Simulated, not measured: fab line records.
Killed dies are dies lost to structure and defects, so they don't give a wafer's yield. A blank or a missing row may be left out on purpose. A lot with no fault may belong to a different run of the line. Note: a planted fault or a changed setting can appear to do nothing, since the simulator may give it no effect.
Which tool was responsible? + flow nand_harc + 63 wafers from 21 lots sampled at 6 of the route's 1302 steps

WHAT THE GAUGES SHOWED, per wafer
No reading from a measuring or inspecting step in the record can be judged against a usual standard deviation.

TOOL THAT RAN EACH LOT (tool first, then ch and the chambers of the sampled wafers, then the start)
| lot  | NHARC_A_STAIRCASE_ETCH_169         | NHARC_A_STAIRCASE_TRIM_18      | NHARC_A_STAIRCASE_TRIM_26      | NHARC_A_STAIRCASE_ETCH_188     | NHARC_A_STAIRCASE_TRIM_198     | NHARC_A_STAIRCASE_ETCH_225     |
|------|------------------------------------|--------------------------------|--------------------------------|--------------------------------|--------------------------------|--------------------------------|
| L076 | rie_diel-13 ch 0,2,3, day 16 16:07 | rie_diel-01 ch 0,1,2, no start | rie_diel-01 ch 1,2,3, no start | rie_diel-01 ch 0,1,2, no start | rie_diel-13 ch 1,2,3, no start | rie_diel-06 ch 0,2,3, no start |
| L077 | rie_diel-01 ch 0,1,2, day 16 16:17 | rie_diel-13 ch 2,3, no start   | rie_diel-01 ch 0,3, no start   | rie_diel-13 ch 0,3, no start   | rie_diel-06 ch 0,2,3, no start | rie_diel-13 ch 0,2,3, no start |
| L075 | rie_diel-06 ch 0,3, day 16 16:26   | rie_diel-06 ch 0,2,3, no start | rie_diel-13 ch 0,1, no start   | rie_diel-13 ch 0,1, no start   | rie_diel-13 ch 1,2, no start   | rie_diel-06 ch 2,3, no start   |
| L078 | rie_diel-13 ch 0,2,3, day 17 02:29 | rie_diel-06 ch 0,2,3, no start | rie_diel-13 ch 0,2,3, no start | rie_diel-06 ch 1,2,3, no start | rie_diel-01 ch 0,1,3, no start | rie_diel-06 ch 0,2,3, no start |
| L079 | rie_diel-13 ch 2,3, day 17 12:38   | rie_diel-01 ch 0,1,3, no start | rie_diel-01 ch 0,1,2, no start | rie_diel-13 ch 0,1,3, no start | rie_diel-01 ch 0,2,3, no start | rie_diel-01 ch 1,2,3, no start |
| L080 | rie_diel-01 ch 0,1,3, day 18 04:23 | rie_diel-13 ch 0,2,3, no start | rie_diel-06 ch 2,3, no start   | rie_diel-01 ch 0,1,2, no start | rie_diel-01 ch 0,3, no start   | rie_diel-01 ch 1,2, no start   |
| L081 | rie_diel-01 ch 0,1,2, day 18 08:24 | rie_diel-13 ch 0,1, no start   | rie_diel-13 ch 0,2,3, no start | rie_diel-06 ch 1,2,3, no start | rie_diel-06 ch 0,1,3, no start | rie_diel-13 ch 1,3, no start   |
| L082 | rie_diel-01 ch 1,2,3, day 18 17:21 | rie_diel-13 ch 1,2,3, no start | rie_diel-01 ch 0,2, no start   | rie_diel-13 ch 1,3, no start   | rie_diel-06 ch 0,1,2, no start | rie_diel-13 ch 0,1,2, no start |
| L083 | rie_diel-06 ch 0,1, day 19 01:45   | rie_diel-01 ch 2,3, no start   | rie_diel-06 ch 0,1, no start   | rie_diel-01 ch 0,1,3, no start | rie_diel-06 ch 0,1, no start   | rie_diel-01 ch 1,2,3, no start |
| L084 | rie_diel-13 ch 0,1, day 19 22:49   | rie_diel-06 ch 1,2,3, no start | rie_diel-01 ch 0,3, no start   | rie_diel-13 ch 0,2,3, no start | rie_diel-06 ch 1,3, no start   | rie_diel-13 ch 1,2, no start   |
| L085 | rie_diel-06 ch 0,1,3, day 19 23:02 | rie_diel-06 ch 1,2,3, no start | rie_diel-06 ch 1,2,3, no start | rie_diel-13 ch 0,2,3, no start | rie_diel-13 ch 0,1,3, no start | rie_diel-06 ch 0,2,3, no start |
| L086 | rie_diel-01 ch 0,1,2, day 20 13:35 | rie_diel-01 ch 1,3, no start   | rie_diel-01 ch 1,2,3, no start | rie_diel-13 ch 2,3, no start   | rie_diel-13 ch 0,1,2, no start | rie_diel-06 ch 0,2,3, no start |
| L089 | rie_diel-01 ch 0,1,3, day 21 19:37 | rie_diel-13 ch 0,2,3, no start | rie_diel-06 ch 1,2,3, no start | rie_diel-13 ch 0,2, no start   | rie_diel-01 ch 1,2, no start   | rie_diel-01 ch 1,3, no start   |
| L090 | rie_diel-01 ch 0,1,2, day 22 05:43 | rie_diel-13 ch 0,1,3, no start | rie_diel-06 ch 1,2,3, no start | rie_diel-01 ch 0,1, no start   | rie_diel-06 ch 0,1,2, no start | rie_diel-01 ch 2,3, no start   |
| L091 | rie_diel-13 ch 1,2, day 22 09:38   | rie_diel-01 ch 0,1,3, no start | rie_diel-13 ch 0,2,3, no start | rie_diel-01 ch 0,1, no start   | rie_diel-01 ch 1,3, no start   | rie_diel-01 ch 0,2,3, no start |
| L093 | rie_diel-01 ch 2,3, day 23 13:31   | rie_diel-01 ch 0,2,3, no start | rie_diel-13 ch 2,3, no start   | rie_diel-06 ch 0,1,2, no start | rie_diel-06 ch 0,2,3, no start | rie_diel-13 ch 2,3, no start   |
| L092 | rie_diel-01 ch 2,3, day 23 18:44   | rie_diel-13 ch 1,2,3, no start | rie_diel-13 ch 1,2, no start   | rie_diel-01 ch 1,2, no start   | rie_diel-06 ch 1,2, no start   | rie_diel-01 ch 1,2,3, no start |
| L094 | rie_diel-06 ch 0,1,3, day 24 08:29 | rie_diel-06 ch 0,1,3, no start | rie_diel-13 ch 1,2,3, no start | rie_diel-06 ch 1,2,3, no start | rie_diel-01 ch 0,1,3, no start | rie_diel-06 ch 0,1,2, no start |
| L095 | rie_diel-01 ch 0,3, day 25 00:53   | rie_diel-13 ch 0,1,2, no start | rie_diel-01 ch 0,1,3, no start | rie_diel-01 ch 1,2, no start   | rie_diel-13 ch 0,1,3, no start | rie_diel-13 ch 0,1,2, no start |
| L096 | rie_diel-06 ch 0,1,2, day 25 01:04 | rie_diel-13 ch 0,3, no start   | rie_diel-13 ch 0,3, no start   | rie_diel-01 ch 1,2,3, no start | rie_diel-06 ch 0,1,2, no start | rie_diel-01 ch 0,1,3, no start |
| L097 | rie_diel-13 ch 0,1, day 25 17:15   | rie_diel-06 ch 0,2,3, no start | rie_diel-01 ch 0,1, no start   | rie_diel-01 ch 0,2,3, no start | rie_diel-13 ch 2,3, no start   | rie_diel-06 ch 0,2,3, no start |
- NHARC_A_STAIRCASE_ETCH_169: etches the open film in CH3F/O2, target depth 50 nm, time 107.1 s.
- NHARC_A_STAIRCASE_TRIM_18: chemistry O2, time 211.2 s.
- NHARC_A_STAIRCASE_TRIM_26: chemistry O2, time 211.2 s.
- NHARC_A_STAIRCASE_ETCH_188: etches the open film in C4F8/O2, target depth 100 nm, time 40.5 s.
- NHARC_A_STAIRCASE_TRIM_198: chemistry O2, time 211.2 s.
- NHARC_A_STAIRCASE_ETCH_225: etches the open film in C4F8/O2, target depth 100 nm, time 40.5 s.

AS READ BY THE TOOLS THEMSELVES (means over the sampled wafers that have a number; for cases with no such wafer, the mark the record gives instead)
NHARC_A_STAIRCASE_ETCH_169. Usual: drypump_motor_current_A 5.8 A, standard deviation 0.44; mfc_ar_sccm 200.0 sccm, standard deviation 0.53; oes_product_au 0.959 a.u., standard deviation 0.017; rf_vpp_V 244.7 V, standard deviation 2; showerhead_plenum_p_Torr 2.48 Torr, standard deviation 0.13; throttle_valve_pct 20.662 %, standard deviation 0.011.
| lot  | tool        | drypump_motor_current_A (A) | mfc_ar_sccm (sccm) | oes_product_au (a.u.) | rf_vpp_V (V) | showerhead_plenum_p_Torr (Torr) | throttle_valve_pct (%) | flag |
|------|-------------|-----------------------------|--------------------|-----------------------|--------------|---------------------------------|------------------------|------|
| L076 | rie_diel-13 | 6.0                         | 200.4              | 0.927                 | 245.1        | 2.58                            | 20.655                 |      |
| L077 | rie_diel-01 | 5.6                         | 199.6              | 0.973                 | 244.5        | 2.51                            | 20.665                 |      |
| L075 | rie_diel-06 | 5.7                         | 199.2              | 0.975                 | 243.6        | 2.43                            | 20.669                 |      |
| L078 | rie_diel-13 | 5.9                         | 200.0              | 0.943                 | 246.7        | 2.58                            | 20.660                 |      |
| L079 | rie_diel-13 | 6.2                         | 200.3              | 0.965                 | 246.3        | 2.53                            | 20.664                 |      |
| L080 | rie_diel-01 | 5.8                         | 199.9              | 0.967                 | 244.3        | 2.43                            | 20.661                 |      |
| L081 | rie_diel-01 | 5.6                         | 199.8              | 0.928                 | 244.9        | 2.51                            | 20.656                 |      |
| L082 | rie_diel-01 | 5.9                         | 199.4              | 0.963                 | 243.9        | 2.42                            | 20.663                 |      |
| L083 | rie_diel-06 | 6.3                         | 200.2              | 0.976                 | 243.8        | 2.45                            | 20.664                 |      |
| L084 | rie_diel-13 | 5.5                         | 200.6              | 0.970                 | 246.6        | 2.55                            | 20.663                 |      |
| L085 | rie_diel-06 | 5.9                         | 199.7              | 0.960                 | 244.0        | 2.39                            | 20.663                 |      |
| L086 | rie_diel-01 | 5.6                         | 199.6              | 0.942                 | 245.2        | 2.50                            | 20.661                 |      |
| L089 | rie_diel-01 | 5.9                         | 200.4              | 0.949                 | 243.6        | 2.42                            | 20.673                 |      |
| L090 | rie_diel-01 | 5.6                         | 200.2              | 0.940                 | 244.1        | 2.50                            | 20.654                 |      |
| L091 | rie_diel-13 | 6.0                         | 200.4              | 0.974                 | 244.1        | 2.46                            | 20.665                 |      |
| L093 | rie_diel-01 | 6.3                         | 199.3              | 0.945                 | 244.1        | 2.43                            | 20.664                 |      |
| L092 | rie_diel-01 | 6.3                         | 199.7              | 0.966                 | 245.0        | 2.43                            | 20.672                 |      |
| L094 | rie_diel-06 | 6.0                         | 200.2              | 0.973                 | 245.5        | 2.50                            | 20.649                 |      |
| L095 | rie_diel-01 | 5.8                         | 199.8              | 0.940                 | 245.6        | 2.53                            | 20.668                 |      |
| L096 | rie_diel-06 | 5.9                         | 200.2              | 0.968                 | 244.5        | 2.50                            | 20.652                 |      |
| L097 | rie_diel-13 | 5.5                         | 199.8              | 0.970                 | 245.9        | 2.53                            | 20.664                 |      |

NHARC_A_STAIRCASE_TRIM_18. Usual: drypump_motor_current_A 5.9 A, standard deviation 0.43; mfc_ar_sccm 0.011 sccm, standard deviation 0.013; oes_product_au 1.001 a.u., standard deviation 0.0074; rf_vpp_V 57.8 V, standard deviation 0.91; showerhead_plenum_p_Torr 3.55 Torr, standard deviation 0.17; throttle_valve_pct 17.036 %, standard deviation 0.0088.
| lot  | tool        | drypump_motor_current_A (A) | mfc_ar_sccm (sccm) | oes_product_au (a.u.) | rf_vpp_V (V) | showerhead_plenum_p_Torr (Torr) | throttle_valve_pct (%) | flag |
|------|-------------|-----------------------------|--------------------|-----------------------|--------------|---------------------------------|------------------------|------|
| L076 | rie_diel-01 | 5.6                         | 0.013              | 1.001                 | 58.5         | 3.60                            | 17.029                 |      |
| L077 | rie_diel-13 | 6.3                         | 0.009              | 0.999                 | 58.1         | 3.64                            | 17.039                 |      |
| L075 | rie_diel-06 | 5.7                         | 0.014              | 1.008                 | 57.1         | 3.48                            | 17.045                 |      |
| L078 | rie_diel-06 | 5.7                         | 0.014              | 1.008                 | 57.5         | 3.48                            | 17.039                 |      |
| L079 | rie_diel-01 | 5.9                         | 0.017              | 0.997                 | 57.2         | 3.50                            | 17.034                 |      |
| L080 | rie_diel-13 | 6.0                         | 0.008              | 1.001                 | 57.7         | 3.68                            | 17.038                 |      |
| L081 | rie_diel-13 | 5.5                         | 0.007              | 0.998                 | 58.7         | 3.66                            | 17.032                 |      |
| L082 | rie_diel-13 | 6.1                         | 0.004              | 0.990                 | 58.3         | 3.56                            | 17.042                 |      |
| L083 | rie_diel-01 | 6.3                         | 0.009              | 1.004                 | 58.2         | 3.50                            | 17.037                 |      |
| L084 | rie_diel-06 | 5.6                         | 0.010              | 1.007                 | 57.2         | 3.35                            | 17.039                 |      |
| L085 | rie_diel-06 | 5.6                         | 0.010              | 1.015                 | 57.7         | 3.35                            | 17.035                 |      |
| L086 | rie_diel-01 | 5.9                         | 0.004              | 1.000                 | 57.0         | 3.32                            | 17.034                 |      |
| L089 | rie_diel-13 | 6.0                         | 0.008              | 0.993                 | 59.0         | 3.67                            | 17.028                 |      |
| L090 | rie_diel-13 | 5.8                         | 0.008              | 1.004                 | 58.2         | 3.60                            | 17.035                 |      |
| L091 | rie_diel-01 | 5.8                         | 0.017              | 0.998                 | 57.7         | 3.47                            | 17.038                 |      |
| L093 | rie_diel-01 | 5.9                         | 0.017              | 1.001                 | 58.3         | 3.61                            | 17.040                 |      |
| L092 | rie_diel-13 | 6.1                         | 0.004              | 1.001                 | 57.6         | 3.53                            | 17.031                 |      |
| L094 | rie_diel-06 | 5.9                         | 0.022              | 1.006                 | 57.9         | 3.59                            | 17.029                 |      |
| L095 | rie_diel-13 | 5.8                         | 0.003              | 0.999                 | 57.8         | 3.58                            | 17.038                 |      |
| L096 | rie_diel-13 | 5.7                         | 0.011              | 0.998                 | 58.2         | 3.71                            | 17.048                 |      |
| L097 | rie_diel-06 | 5.8                         | 0.014              | 1.004                 | 57.1         | 3.44                            | 17.039                 |      |

NHARC_A_STAIRCASE_TRIM_26. Usual: drypump_motor_current_A 5.9 A, standard deviation 0.45; mfc_ar_sccm 0.012 sccm, standard deviation 0.014; oes_product_au 1.001 a.u., standard deviation 0.0078; rf_vpp_V 57.8 V, standard deviation 0.92; showerhead_plenum_p_Torr 3.55 Torr, standard deviation 0.17; throttle_valve_pct 17.038 %, standard deviation 0.0092.
| lot  | tool        | drypump_motor_current_A (A) | mfc_ar_sccm (sccm) | oes_product_au (a.u.) | rf_vpp_V (V) | showerhead_plenum_p_Torr (Torr) | throttle_valve_pct (%) | flag |
|------|-------------|-----------------------------|--------------------|-----------------------|--------------|---------------------------------|------------------------|------|
| L076 | rie_diel-01 | 6.0                         | 0.004              | 0.990                 | 58.0         | 3.48                            | 17.047                 |      |
| L077 | rie_diel-01 | 5.8                         | 0.030              | 1.001                 | 57.7         | 3.65                            | 17.041                 |      |
| L075 | rie_diel-13 | 5.5                         | 0.007              | 1.002                 | 57.7         | 3.67                            | 17.037                 |      |
| L078 | rie_diel-13 | 6.0                         | 0.008              | 1.002                 | 58.0         | 3.69                            | 17.045                 |      |
| L079 | rie_diel-01 | 5.6                         | 0.013              | 0.991                 | 58.5         | 3.60                            | 17.038                 |      |
| L080 | rie_diel-06 | 5.3                         | 0.002              | 1.013                 | 57.3         | 3.38                            | 17.034                 |      |
| L081 | rie_diel-13 | 6.0                         | 0.008              | 1.006                 | 58.1         | 3.68                            | 17.038                 |      |
| L082 | rie_diel-01 | 5.5                         | 0.026              | 0.999                 | 59.1         | 3.75                            | 17.032                 |      |
| L083 | rie_diel-06 | 6.3                         | 0.031              | 1.001                 | 57.7         | 3.52                            | 17.033                 |      |
| L084 | rie_diel-01 | 6.2                         | 0.022              | 0.998                 | 57.0         | 3.52                            | 17.032                 |      |
| L085 | rie_diel-06 | 5.5                         | 0.010              | 1.008                 | 57.4         | 3.35                            | 17.037                 |      |
| L086 | rie_diel-01 | 6.0                         | 0.004              | 0.997                 | 57.3         | 3.46                            | 17.050                 |      |
| L089 | rie_diel-06 | 5.6                         | 0.010              | 1.006                 | 58.0         | 3.52                            | 17.045                 |      |
| L090 | rie_diel-06 | 5.5                         | 0.010              | 1.002                 | 58.2         | 3.51                            | 17.035                 |      |
| L091 | rie_diel-13 | 6.0                         | 0.008              | 1.002                 | 58.9         | 3.66                            | 17.029                 |      |
| L093 | rie_diel-13 | 6.3                         | 0.009              | 1.004                 | 58.0         | 3.61                            | 17.039                 |      |
| L092 | rie_diel-13 | 5.8                         | 0.000              | 0.996                 | 56.9         | 3.46                            | 17.028                 |      |
| L094 | rie_diel-13 | 6.1                         | 0.004              | 1.002                 | 58.0         | 3.53                            | 17.044                 |      |
| L095 | rie_diel-01 | 5.8                         | 0.017              | 1.006                 | 57.3         | 3.64                            | 17.026                 |      |
| L096 | rie_diel-13 | 5.7                         | 0.011              | 1.009                 | 57.8         | 3.71                            | 17.042                 |      |
| L097 | rie_diel-01 | 5.5                         | 0.026              | 0.990                 | 58.1         | 3.76                            | 17.045                 |      |

NHARC_A_STAIRCASE_ETCH_188. Usual: oes_product_au 0.940 a.u., standard deviation 0.014; rf_vpp_V 897 V, standard deviation 6.6.
| lot  | tool        | oes_product_au (a.u.) | rf_vpp_V (V) | flag |
|------|-------------|-----------------------|--------------|------|
| L076 | rie_diel-01 | 0.923                 | 898          |      |
| L077 | rie_diel-13 | 0.950                 | 902          |      |
| L075 | rie_diel-13 | 0.939                 | 901          |      |
| L078 | rie_diel-06 | 0.930                 | 889          |      |
| L079 | rie_diel-13 | 0.926                 | 899          |      |
| L080 | rie_diel-01 | 0.921                 | 899          |      |
| L081 | rie_diel-06 | 0.958                 | 889          |      |
| L082 | rie_diel-13 | 0.947                 | 897          |      |
| L083 | rie_diel-01 | 0.921                 | 895          |      |
| L084 | rie_diel-13 | 0.953                 | 902          |      |
| L085 | rie_diel-13 | 0.942                 | 901          |      |
| L086 | rie_diel-13 | 0.947                 | 900          |      |
| L089 | rie_diel-13 | 0.948                 | 901          |      |
| L090 | rie_diel-01 | 0.920                 | 893          |      |
| L091 | rie_diel-01 | 0.947                 | 892          |      |
| L093 | rie_diel-06 | 0.940                 | 897          |      |
| L092 | rie_diel-01 | 0.940                 | 898          |      |
| L094 | rie_diel-06 | 0.947                 | 895          |      |
| L095 | rie_diel-01 | 0.942                 | 903          |      |
| L096 | rie_diel-01 | 0.961                 | 899          |      |
| L097 | rie_diel-01 | 0.931                 | 899          |      |

NHARC_A_STAIRCASE_TRIM_198. Usual: drypump_motor_current_A 5.9 A, standard deviation 0.45; mfc_ar_sccm 0.013 sccm, standard deviation 0.013; oes_product_au 1.003 a.u., standard deviation 0.0076; rf_vpp_V 57.9 V, standard deviation 0.98; showerhead_plenum_p_Torr 3.54 Torr, standard deviation 0.17; throttle_valve_pct 17.036 %, standard deviation 0.0087.
| lot  | tool        | drypump_motor_current_A (A) | mfc_ar_sccm (sccm) | oes_product_au (a.u.) | rf_vpp_V (V) | showerhead_plenum_p_Torr (Torr) | throttle_valve_pct (%) | flag |
|------|-------------|-----------------------------|--------------------|-----------------------|--------------|---------------------------------|------------------------|------|
| L076 | rie_diel-13 | 6.0                         | 0.004              | 1.000                 | 58.1         | 3.57                            | 17.039                 |      |
| L077 | rie_diel-06 | 5.8                         | 0.014              | 0.999                 | 57.5         | 3.48                            | 17.034                 |      |
| L075 | rie_diel-13 | 6.0                         | 0.000              | 1.002                 | 57.4         | 3.56                            | 17.032                 |      |
| L078 | rie_diel-01 | 5.8                         | 0.017              | 1.001                 | 58.3         | 3.50                            | 17.037                 |      |
| L079 | rie_diel-01 | 5.9                         | 0.017              | 0.999                 | 57.8         | 3.63                            | 17.035                 |      |
| L080 | rie_diel-01 | 6.2                         | 0.022              | 1.004                 | 57.3         | 3.52                            | 17.033                 |      |
| L081 | rie_diel-06 | 5.9                         | 0.022              | 0.999                 | 57.0         | 3.44                            | 17.037                 |      |
| L082 | rie_diel-06 | 6.0                         | 0.019              | 1.002                 | 58.4         | 3.44                            | 17.026                 |      |
| L083 | rie_diel-06 | 6.3                         | 0.031              | 1.001                 | 58.1         | 3.52                            | 17.040                 |      |
| L084 | rie_diel-06 | 5.6                         | 0.012              | 1.010                 | 57.7         | 3.35                            | 17.040                 |      |
| L085 | rie_diel-13 | 5.8                         | 0.008              | 1.000                 | 57.5         | 3.61                            | 17.034                 |      |
| L086 | rie_diel-13 | 5.7                         | 0.003              | 0.996                 | 57.7         | 3.60                            | 17.042                 |      |
| L089 | rie_diel-01 | 5.7                         | 0.000              | 0.998                 | 58.3         | 3.56                            | 17.039                 |      |
| L090 | rie_diel-06 | 5.9                         | 0.019              | 0.996                 | 57.8         | 3.59                            | 17.045                 |      |
| L091 | rie_diel-01 | 6.3                         | 0.009              | 0.998                 | 57.7         | 3.35                            | 17.039                 |      |
| L093 | rie_diel-06 | 5.7                         | 0.014              | 1.010                 | 58.2         | 3.45                            | 17.035                 |      |
| L092 | rie_diel-06 | 5.7                         | 0.015              | 0.997                 | 58.3         | 3.65                            | 17.037                 |      |
| L094 | rie_diel-01 | 5.8                         | 0.017              | 1.000                 | 57.9         | 3.65                            | 17.031                 |      |
| L095 | rie_diel-13 | 5.8                         | 0.008              | 1.010                 | 57.7         | 3.59                            | 17.038                 |      |
| L096 | rie_diel-06 | 5.9                         | 0.019              | 1.010                 | 58.4         | 3.58                            | 17.037                 |      |
| L097 | rie_diel-13 | 6.3                         | 0.009              | 1.012                 | 57.6         | 3.60                            | 17.039                 |      |

NHARC_A_STAIRCASE_ETCH_225. Usual: oes_product_au 0.944 a.u., standard deviation 0.01; rf_vpp_V 896 V, standard deviation 6.5.
| lot  | tool        | oes_product_au (a.u.) | rf_vpp_V (V) | flag |
|------|-------------|-----------------------|--------------|------|
| L076 | rie_diel-06 | 0.949                 | 895          |      |
| L077 | rie_diel-13 | 0.954                 | 902          |      |
| L075 | rie_diel-06 | 0.949                 | 891          |      |
| L078 | rie_diel-06 | 0.960                 | 894          |      |
| L079 | rie_diel-01 | 0.940                 | 894          |      |
| L080 | rie_diel-01 | 0.942                 | 897          |      |
| L081 | rie_diel-13 | 0.936                 | 895          |      |
| L082 | rie_diel-13 | 0.942                 | 899          |      |
| L083 | rie_diel-01 | 0.944                 | 894          |      |
| L084 | rie_diel-13 | 0.943                 | 894          |      |
| L085 | rie_diel-06 | 0.956                 | 893          |      |
| L086 | rie_diel-06 | 0.958                 | 893          |      |
| L089 | rie_diel-01 | 0.936                 | 888          |      |
| L090 | rie_diel-01 | 0.938                 | 898          |      |
| L091 | rie_diel-01 | 0.943                 | 898          |      |
| L093 | rie_diel-13 | 0.915                 | 899          |      |
| L092 | rie_diel-01 | 0.943                 | 893          |      |
| L094 | rie_diel-06 | 0.941                 | 898          |      |
| L095 | rie_diel-13 | 0.945                 | 898          |      |
| L096 | rie_diel-01 | 0.939                 | 899          |      |
| L097 | rie_diel-06 | 0.947                 | 892          |      |

THE ANSWER, worked out from the rows above alone
Rule: a lot counts as off when the mean over its wafers that have a number is more than 3 standard deviations away from the usual mean. Also off: a lot with no number at a reading for which 4 or more lots have one. All remaining lots with rows at the step are treated as sound. The gauges are gone through in route order, then the tools' own readings, and for those a lot's mean is taken as printed above. At the first step where some lot is off, the reading lying furthest off is the one used; lots without a number count as furthest.
None of the lots is off at any reading shown; this tells nothing.

WHAT THE SIMULATOR HAD INSERTED
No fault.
